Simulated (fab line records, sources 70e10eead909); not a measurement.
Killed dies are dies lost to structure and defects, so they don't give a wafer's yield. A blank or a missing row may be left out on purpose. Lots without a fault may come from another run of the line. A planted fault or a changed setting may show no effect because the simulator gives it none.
fab line records | flow nand_harc
record lots=13 wafers=39 last_day=33
route steps=1302 shown A_SLIT@933 A_WL_FILL@957 END@1302
lots that met no fault: from a run of the same line without faults
start_h: hours from the record's first day to the start of the lot's first wafer shown | wait_h: hours since the lot's step before | " the same as in the row above | L1.1+2: a row that stands for several wafers | - no value, or no start given | * or withheld: withheld | < > ~ a bound
route shown NAME@n: a module of which the file shows steps, and the number in the route of the first | usual: mean/standard deviation of fault-free wafers | same: alike in all rows | chamber/n: place in a boat | sites: the reading at each site | _std_site: their standard deviation | _edge_site: outer sites' mean less inner sites' | radius_mm: how far each site lies from the wafer's centre | mask NAME#n: copy n | behind: the tool/chamber that last shaped the wafer | hold: why the lot was held/for how many hours/how that ended | device: the transistor (n, p or np) that didn't switch | end of line: the same wafers' tests at the end of the route | a step without rows: its recipe alone | killed: dies lost to structure and defects at the first sort, not the wafer's yield | map: a wafer's dies, x killed, . not, _ none there
set.NAME: the setting as run; set.NAME@STEP: as run at that earlier step | model.NAME: the simulator's own value behind a step, which no gauge read
steps of the route over a sample of lots; a table a step, a row a wafer
services: from which hour (start_h, from the record's first day; less than 0 if before it) a tool's chamber was out of use, for how many hours, and why
## steps
# step NHARC_A_SLIT_CD_MEAS_09
# recipe target_cd_nm=300 landing_energy_ev=500
# usual cd_nm=300.4/0.72
# columns lot.wafer tool chamber start_h wait_h cd_nm
L172.1 cd_sem-03 0 438.69 - 300.3
L172.2 " 0 " " 299.3
L172.5 " 0 " " 300.1
L174.1 cd_sem-03 0 457.30 - 300.5
L174.3 " 0 " " 300.1
L174.6 " 0 " " 299.9
L175.1 cd_sem-01 0 488.54 - 300.2
L175.2 " 0 " " 299.9
L175.5 " 0 " " 300.2
L177.3 cd_sem-03 0 489.51 - 299.3
L177.4 " 0 " " 299.8
L177.6 " 0 " " 299.5
L179.2 cd_sem-01 0 518.65 - 300.8
L179.4 " 0 " " 300.0
L179.5 " 0 " " 300.5
L180.2 cd_sem-02 0 519.30 - 300.1
L180.4 " 0 " " 300.7
L180.6 " 0 " " 301.3
L178.2 cd_sem-01 0 519.80 - 300.5
L178.4 " 0 " " 300.5
L178.5 " 0 " " 300.1
L184.2 cd_sem-03 0 569.11 - 300.8
L184.4 " 0 " " 300.2
L184.6 " 0 " " 300.6
L187.2 cd_sem-02 0 596.86 - 300.1
L187.4 " 0 " " 300.0
L187.5 " 0 " " 299.6
L191.3 cd_sem-01 0 629.57 - 300.6
L191.5 " 0 " " 301.0
L191.6 " 0 " " 300.7
L193.1 cd_sem-01 0 668.27 - 301.3
L193.4 " 0 " " 300.2
L193.5 " 0 " " 301.6
L194.4 cd_sem-01 0 669.40 - 300.8
L194.5 " 0 " " 300.1
L194.6 " 0 " " 301.3
L195.1 cd_sem-02 0 688.75 - 300.5
L195.3 " 0 " " 301.1
L195.4 " 0 " " 300.6
# step NHARC_A_SLIT_CD_MEAS_21
# usual cd_nm=290.0/1
# columns lot.wafer tool chamber start_h wait_h cd_nm
L172.1 cd_sem-03 - 445.26 - 289.8
L172.2 " - " " 289.6
L172.5 " - " " 290.3
L174.1 cd_sem-02 - 463.76 - 291.6
L174.3 " - " " 289.0
L174.6 " - " " 291.3
L175.1 cd_sem-01 - 495.32 - 291.8
L175.2 " - " " 290.8
L175.5 " - " " 291.2
L177.3 cd_sem-01 - 496.06 - 288.0
L177.4 " - " " 289.0
L177.6 " - " " 290.3
L179.2 cd_sem-02 - 525.99 - 290.1
L179.4 " - " " 289.2
L179.5 " - " " 290.5
L180.2 cd_sem-01 - 527.31 - 291.3
L180.4 " - " " 290.3
L180.6 " - " " 290.3
L178.2 cd_sem-01 - 529.88 - 287.8
L178.4 " - " " 288.6
L178.5 " - " " 288.3
L184.2 cd_sem-01 - 575.75 - 290.4
L184.4 " - " " 290.9
L184.6 " - " " 289.7
L187.2 cd_sem-02 - 603.48 - 289.6
L187.4 " - " " 289.6
L187.5 " - " " 289.2
L191.3 cd_sem-01 - 638.09 - 288.9
L191.5 " - " " 289.7
L191.6 " - " " 289.4
L193.1 cd_sem-02 - 674.74 - 290.3
L193.4 " - " " 290.9
L193.5 " - " " 290.1
L194.4 cd_sem-03 - 675.88 - 290.2
L194.5 " - " " 290.5
L194.6 " - " " 289.1
L195.1 cd_sem-01 - 695.22 - 289.4
L195.3 " - " " 290.0
L195.4 " - " " 288.9
# step NHARC_A_WL_FILL_ETCHBACK_04
# recipe target_depth_a=600 time_s=120 chemistry=NF3
# usual drypump_motor_current_A=5.8/0.49 oes_product_au=1.000/0.013 run_length_s=141.3/0.65
# columns lot.wafer tool chamber start_h wait_h drypump_motor_current_A oes_product_au rf_hours_counter_h run_length_s
L172.1 rie_metal-01 1 453.26 0.3 5.5 0.996 0.9 141.5
L172.2 " 0 " " 5.3 1.015 0.9 142.2
L172.5 " 1 " " 5.5 0.993 - 141.2
L174.1 rie_metal-02 0 471.74 0.3 6.8 0.985 0.1 140.7
L174.3 " 1 " " 6.1 0.984 - 140.9
L174.6 " 0 " " 6.8 0.999 - 140.4
L175.1 rie_metal-01 0 503.35 0.3 5.3 1.014 1.6 142.6
L175.2 " 1 " " 5.5 1.008 1.6 141.6
L175.5 " 1 " " 5.5 1.007 - 141.1
L177.3 rie_metal-03 0 503.44 0.3 5.5 1.018 - 140.8
L177.4 " 1 " " 6.2 0.998 - 142.0
L177.6 " 1 " " 6.1 0.996 - 142.0
L179.2 rie_metal-01 0 534.10 0.3 5.3 1.029 2.1 141.9
L179.4 " 0 " " 5.3 1.018 - 142.3
L179.5 " 1 " " 5.5 1.019 - 141.2
L180.2 rie_metal-02 0 534.27 0.3 6.8 0.995 0.9 140.5
L180.4 " 0 " " 6.8 0.984 - 140.4
L180.6 " 0 " " 6.8 0.991 - 140.5
L178.2 rie_metal-03 0 538.15 0.3 5.5 0.997 0.2 140.6
L178.4 " 0 " " 5.5 1.005 - 140.5
L178.5 " 1 " " 6.2 1.013 - 142.2
L184.2 rie_metal-01 0 584.16 0.5 5.3 1.005 0.0 141.8
L184.4 " 1 " " 5.5 1.000 - 141.2
L184.6 " 1 " " 5.5 1.006 - 141.2
L187.2 rie_metal-02 0 611.26 0.3 6.8 0.998 2.0 166.2
L187.4 " 1 " " 6.1 0.999 - 140.5
L187.5 " 0 " " 6.8 1.002 - 166.0
L191.3 rie_metal-02 1 646.21 0.3 6.1 0.992 - 140.8
L191.5 " 1 " " 6.1 0.987 - 141.0
L191.6 " 0 " " 6.8 1.003 - 166.0
L193.1 rie_metal-01 0 683.10 0.3 5.3 1.006 1.7 141.9
L193.4 " 0 " " 5.3 1.009 - 141.9
L193.5 " 0 " " 5.3 1.010 - 142.4
L194.4 rie_metal-03 0 683.28 0.3 5.5 0.970 - 140.9
L194.6 " 0 " " 5.5 0.966 - 140.8
L194.5 " 1 " " 6.2 1.000 - 141.9
L195.1 rie_metal-01 0 704.50 0.3 5.3 1.002 2.0 141.9
L195.3 " 1 " " 5.5 1.002 - 140.9
L195.4 " 0 " " 5.3 1.008 - 142.0
# step NHARC_A_WL_FILL_STRIP_27
# recipe power_w=1500 temp_c=250 time_s=20 chemistry=N2/H2
# usual drypump_motor_current_A=5.6/0.39 heater_power_w=326/32
# columns lot.wafer tool chamber start_h wait_h drypump_motor_current_A heater_power_w rf_hours_counter_h
L172.1 plasma_asher-02 0 453.65 0.1 5.7 285 4
L172.2 " 1 " " 6.2 371 4
L172.5 " 1 " " 6.2 368 -
L174.1 plasma_asher-01 0 472.23 0.2 5.3 365 26
L174.3 " 0 " " 5.3 354 -
L174.6 " 0 " " 5.2 351 -
L175.2 plasma_asher-01 0 503.73 0.1 5.3 362 32
L175.1 " 1 " " 5.2 316 32
L175.5 " 1 " " 5.2 316 -
L177.3 plasma_asher-01 0 503.91 0.3 5.4 356 -
L177.4 " 1 " " 5.3 316 -
L177.6 " 0 " " 5.3 357 -
L179.2 plasma_asher-02 1 534.48 0.1 6.2 367 22
L179.4 " 0 " " 5.7 283 -
L179.5 " 1 " " 6.2 380 -
L180.2 plasma_asher-02 1 534.67 0.1 6.2 363 22
L180.4 " 0 " " 5.7 295 -
L180.6 " 1 " " 6.2 366 -
L178.2 plasma_asher-02 1 538.52 0.1 6.2 354 23
L178.4 " 0 " " 5.7 284 -
L178.5 " 0 " " 5.7 287 -
L184.2 plasma_asher-01 0 584.60 0.2 5.3 335 12
L184.4 " 0 " " 5.3 331 -
L184.6 " 0 " " 5.3 334 -
L187.2 plasma_asher-01 1 611.64 0.1 5.3 313 18
L187.4 " 1 " " 5.2 317 -
L187.5 " 1 " " 5.2 318 -
L191.3 plasma_asher-02 1 651.17 4.7 6.2 360 -
L191.5 " 0 " " 5.7 286 -
L191.6 " 1 " " 6.2 354 -
L193.1 plasma_asher-02 0 683.47 0.2 5.7 286 19
L193.4 " 1 " " 6.2 356 -
L193.5 " 1 " " 6.2 366 -
L194.4 plasma_asher-02 1 683.64 0.1 6.2 367 -
L194.5 " 1 " " 6.2 356 -
L194.6 " 0 " " 5.7 287 -
L195.1 plasma_asher-02 0 704.85 0.1 5.7 290 25
L195.4 " 0 " " 5.7 279 -
L195.3 " 1 " " 6.2 366 -
# step NHARC_END_SORT_01
# recipe temp_c=25
# usual killed_at_array=55/17 killed_at_other=0.9/1.2 killed_at_periphery=3.7/2.5 killed_dies=59/18 killed_open=3.4/1.9 killed_short=2.6/1.6
# same gross_dies=677
# columns lot.wafer tool chamber start_h wait_h killed_at_array killed_at_other killed_at_periphery killed_dies killed_open killed_short
L177.3 prober-01 0 625.40 3.1 24 0 2 26 0 4
L177.4 prober-01 0 626.21 3.4 23 0 3 26 5 5
L177.6 prober-01 0 627.82 4.0 22 0 2 24 7 3
L178.2 prober-01 0 648.10 2.8 78 0 4 82 6 2
L178.4 prober-01 0 649.71 3.4 73 1 3 77 3 2
L178.5 prober-01 0 650.52 3.7 84 0 2 86 3 6
# killed by level:class
L177.3 A_CHANNEL_HOLE_D2:chamber_film_flake=11 A_CONTACT:chamber_film_flake=4 A_CHANNEL_HOLE_D1:chamber_film_flake=3 P_STI:chamber_film_flake=2 A_ONON_D1:geometric_particle:short=1 A_CHANNEL_HOLE_D1:geometric_particle:short=1 A_ONON_D2:geometric_particle:short=1 A_WL_FILL:geometric_particle:short=1
L177.4 A_CHANNEL_HOLE_D2:chamber_film_flake=7 A_CHANNEL_HOLE_D1:chamber_film_flake=3 A_CHANNEL_FILL_D1:geometric_particle:short=2 A_ONON_D2:geometric_particle:open=2 P_STI:chamber_film_flake=2 A_DECK1_JOINT:chamber_film_flake=2 P_M0:geometric_particle:open=1 A_ONON_D1:geometric_particle:short=1
L177.6 A_CHANNEL_HOLE_D1:chamber_film_flake=7 A_CHANNEL_HOLE_D2:chamber_film_flake=3 A_CHANNEL_FILL_D1:geometric_particle:open=2 A_BLC:geometric_particle:open=2 A_CONTACT:chamber_film_flake=2 P_CONTACT:geometric_particle:open=1 A_CHANNEL_HOLE_D1:geometric_particle:short=1 A_CHANNEL_FILL_D2:geometric_particle:short=1
L178.2 A_CHANNEL_HOLE_D1:chamber_film_flake=25 A_CHANNEL_HOLE_D2:chamber_film_flake=23 A_SLIT:chamber_film_flake=20 A_SGD_CUT:chamber_film_flake=2 A_CONTACT:chamber_film_flake=2 P_STI:geometric_particle:open=1 P_GATE:geometric_particle:open=1 P_CONTACT:geometric_particle:short=1
L178.4 A_CHANNEL_HOLE_D1:chamber_film_flake=23 A_CHANNEL_HOLE_D2:chamber_film_flake=21 A_SLIT:chamber_film_flake=19 A_CONTACT:chamber_film_flake=5 P_CONTACT:geometric_particle:open=1 A_CHANNEL_FILL_D2:geometric_particle:short=1 A_STAIRCASE:geometric_particle:open=1 A_WL_FILL:geometric_particle:open=1
L178.5 A_CHANNEL_HOLE_D1:chamber_film_flake=26 A_SLIT:chamber_film_flake=23 A_CHANNEL_HOLE_D2:chamber_film_flake=17 A_CONTACT:chamber_film_flake=5 A_DECK1_JOINT:geometric_particle:short=2 P_M1:geometric_particle:short=1 A_SOURCE_PLATE:geometric_particle:open=1 A_CHANNEL_HOLE_D1:geometric_particle:open=1
## services
# columns tool chamber start_h hours kind
plasma_asher-02 0 435.16 - clean
plasma_asher-02 1 435.16 - clean
rie_metal-02 - 454.00 9.0 pm
rie_metal-03 - 519.00 9.0 pm
plasma_asher-01 - 519.28 9.0 pm
plasma_asher-01 0 519.28 9.0 vent_cycle
rie_metal-01 - 575.00 9.0 pm
rie_metal-01 0 575.00 9.0 vent_cycle
rie_metal-01 1 575.00 9.0 vent_cycle
rie_metal-01 0 584.00 - clean
rie_metal-01 1 584.00 - clean
rie_metal-01 0 599.62 1.3 repair
plasma_asher-02 - 603.16 9.0 pm
plasma_asher-02 0 603.16 9.0 vent_cycle
plasma_asher-02 1 603.16 9.0 vent_cycle
plasma_asher-02 0 612.16 - clean
plasma_asher-02 1 612.16 - clean
plasma_asher-02 - 616.78 11.3 repair
plasma_asher-01 - 626.38 27.8 repair
rie_metal-02 - 631.00 9.0 pm
plasma_asher-02 - 641.13 8.8 repair
plasma_asher-01 - 677.78 6.8 repair
rie_metal-03 - 696.00 9.0 pm
plasma_asher-01 - 696.28 9.0 pm
## key
first_sign step=NHARC_A_WL_FILL_ETCHBACK_04 reading=run_length_s direction=up sigmas=38 usual=* struck=*
effect none on later readings
met_at NHARC_A_WL_FILL_ETCHBACK_04
struck_lots L187,L191
struck_wafers L187.2,L187.5,L191.6
tester_left_out L187,L191
not_acting_at NHARC_A_SLIT_CD_MEAS_09,NHARC_A_SLIT_CD_MEAS_21,NHARC_A_WL_FILL_STRIP_27
onset_between 534.27 611.26
fault kind=process_parameter_drift tool=rie_metal-02 chamber=0 onset_h=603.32 steps=NHARC_A_WL_FILL_ETCHBACK_04 channel=time_s offset=* shape=step end_h=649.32 acts_in=* stated=*
# tester_left_out: of these lots the tester's yield and bins aren't shown, on N5 and GAA mostly nor the transistor test; their killed dies are dies lost to structure and defects alone, not to doping, threshold or leakage, so they don't give the yield
